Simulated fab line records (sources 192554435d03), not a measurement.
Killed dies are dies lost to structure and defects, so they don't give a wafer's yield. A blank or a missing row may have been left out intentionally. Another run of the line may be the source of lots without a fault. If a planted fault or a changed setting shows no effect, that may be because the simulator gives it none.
Matching of chambers / flow n5 finfet / 4 sister chambers for N5_BEOL_M7_ALD_77 on ald metal-02
The step deposits TaN, target thk 2 nm, pulse time 2 s, purge time 3 s. 4 wafers are shown with their chamber, then 12 later ones without.

WAFERS WITH THEIR CHAMBER
wafer=L086.1; chamber=1; heater power w (W)=374
wafer=L086.3; chamber=0; heater power w (W)=402
wafer=L092.5; chamber=2; heater power w (W)=380
wafer=L092.6; chamber=3; heater power w (W)=403

WAFERS WHOSE CHAMBER IS MISSING
wafer=L093.2; heater power w (W)=395
wafer=L093.3; heater power w (W)=379
wafer=L093.4; heater power w (W)=386
wafer=L095.2; heater power w (W)=382
wafer=L095.5; heater power w (W)=372
wafer=L095.6; heater power w (W)=383
wafer=L094.3; heater power w (W)=375
wafer=L094.5; heater power w (W)=376
wafer=L094.6; heater power w (W)=384
wafer=L096.1; heater power w (W)=405
wafer=L096.2; heater power w (W)=394
wafer=L096.5; heater power w (W)=371

EACH ONE'S CHAMBER
wafer=L093.2; from the rows above=can't be placed: 0 or 3 or 2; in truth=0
wafer=L093.3; from the rows above=can't be placed: 2 or 1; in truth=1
wafer=L093.4; from the rows above=can't be placed: 2 or 1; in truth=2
wafer=L095.2; from the rows above=can't be placed: 2 or 1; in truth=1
wafer=L095.5; from the rows above=can't be placed: 1 or 2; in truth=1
wafer=L095.6; from the rows above=can't be placed: 2 or 1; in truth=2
wafer=L094.3; from the rows above=can't be placed: 1 or 2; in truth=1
wafer=L094.5; from the rows above=can't be placed: 1 or 2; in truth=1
wafer=L094.6; from the rows above=can't be placed: 2 or 1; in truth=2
wafer=L096.1; from the rows above=can't be placed: 3 or 0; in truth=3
wafer=L096.2; from the rows above=can't be placed: 0 or 3 or 2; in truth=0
wafer=L096.5; from the rows above=can't be placed: 1 or 2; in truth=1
Correct placement for 0 of the 12. Can't be placed from these rows: 12 (the true chamber is among the candidates in 12). Placed wrongly: 0.
How it was worked out, from the rows above alone: a wafer's distance from a chamber is the root of the sum, over the readings, of the square of ((its reading less the chamber's mean) divided by the reading's scatter). The wafer belongs to the nearest chamber; if the next one is less than 2 further off, it can't be placed. A chamber's mean is the mean of its shown wafers. The scatter: with one shown wafer a chamber, the root of the mean of the squares of how far each hidden wafer lies from its nearest shown one.
